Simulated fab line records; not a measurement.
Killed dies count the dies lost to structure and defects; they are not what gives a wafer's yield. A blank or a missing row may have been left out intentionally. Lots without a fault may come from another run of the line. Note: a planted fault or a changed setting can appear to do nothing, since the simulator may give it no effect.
Chamber matching :: flow n5 finfet :: rie diel-02 running N5_BEOL_M4_STRIP_36: 4 sister chambers
The step strips in N2/H2. 8 wafers are shown with their chamber, then 8 later ones without.

WAFERS WITH THEIR CHAMBER
wafer: L081.2
chamber: 2
drypump motor current A (A): 5.35
showerhead plenum p Torr (Torr): 2.50

wafer: L083.2
chamber: 1
drypump motor current A (A): 5.57
showerhead plenum p Torr (Torr): 2.71

wafer: L085.4
chamber: 3
drypump motor current A (A): 6.10
showerhead plenum p Torr (Torr): 2.50

wafer: L085.6
chamber: 1
drypump motor current A (A): 5.56
showerhead plenum p Torr (Torr): 2.71

wafer: L087.1
chamber: 0
drypump motor current A (A): 5.96
showerhead plenum p Torr (Torr): 2.59

wafer: L087.2
chamber: 2
drypump motor current A (A): 5.37
showerhead plenum p Torr (Torr): 2.50

wafer: L087.3
chamber: 3
drypump motor current A (A): 6.10
showerhead plenum p Torr (Torr): 2.50

wafer: L090.3
chamber: 0
drypump motor current A (A): 5.99
showerhead plenum p Torr (Torr): 2.58

WAFERS WITH NO CHAMBER GIVEN
wafer: L090.5
drypump motor current A (A): 5.58
showerhead plenum p Torr (Torr): 2.71

wafer: L090.6
drypump motor current A (A): 5.37
showerhead plenum p Torr (Torr): 2.50

wafer: L089.1
drypump motor current A (A): 6.12
showerhead plenum p Torr (Torr): 2.49

wafer: L089.2
drypump motor current A (A): 5.96
showerhead plenum p Torr (Torr): 2.58

wafer: L089.5
drypump motor current A (A): 5.38
showerhead plenum p Torr (Torr): 2.50

wafer: L093.1
drypump motor current A (A): 5.57
showerhead plenum p Torr (Torr): 2.71

wafer: L093.3
drypump motor current A (A): 6.10
showerhead plenum p Torr (Torr): 2.49

wafer: L093.4
drypump motor current A (A): 5.36
showerhead plenum p Torr (Torr): 2.50

CHAMBER TAKEN BY EACH
wafer: L090.5
from the rows above: 1
in truth: 1

wafer: L090.6
from the rows above: 2
in truth: 2

wafer: L089.1
from the rows above: 3
in truth: 3

wafer: L089.2
from the rows above: 0
in truth: 0

wafer: L089.5
from the rows above: 2
in truth: 2

wafer: L093.1
from the rows above: 1
in truth: 1

wafer: L093.3
from the rows above: 3
in truth: 3

wafer: L093.4
from the rows above: 2
in truth: 2
Placed correctly: 8 of 8. From these rows, 0 cannot be placed. 0 placed wrongly.
How it was worked out, from the rows above alone: a wafer's distance from a chamber is the root of the sum, over the readings, of the square of ((its reading less the chamber's mean) divided by the reading's scatter). The wafer belongs to the nearest chamber; if the next one is less than 2 further off, it can't be placed. The mean given for a chamber averages the wafers shown for that chamber. The scatter: the root of (the sum of the squares of (reading less its chamber's mean) over the shown wafers, divided by (wafers less chambers)).
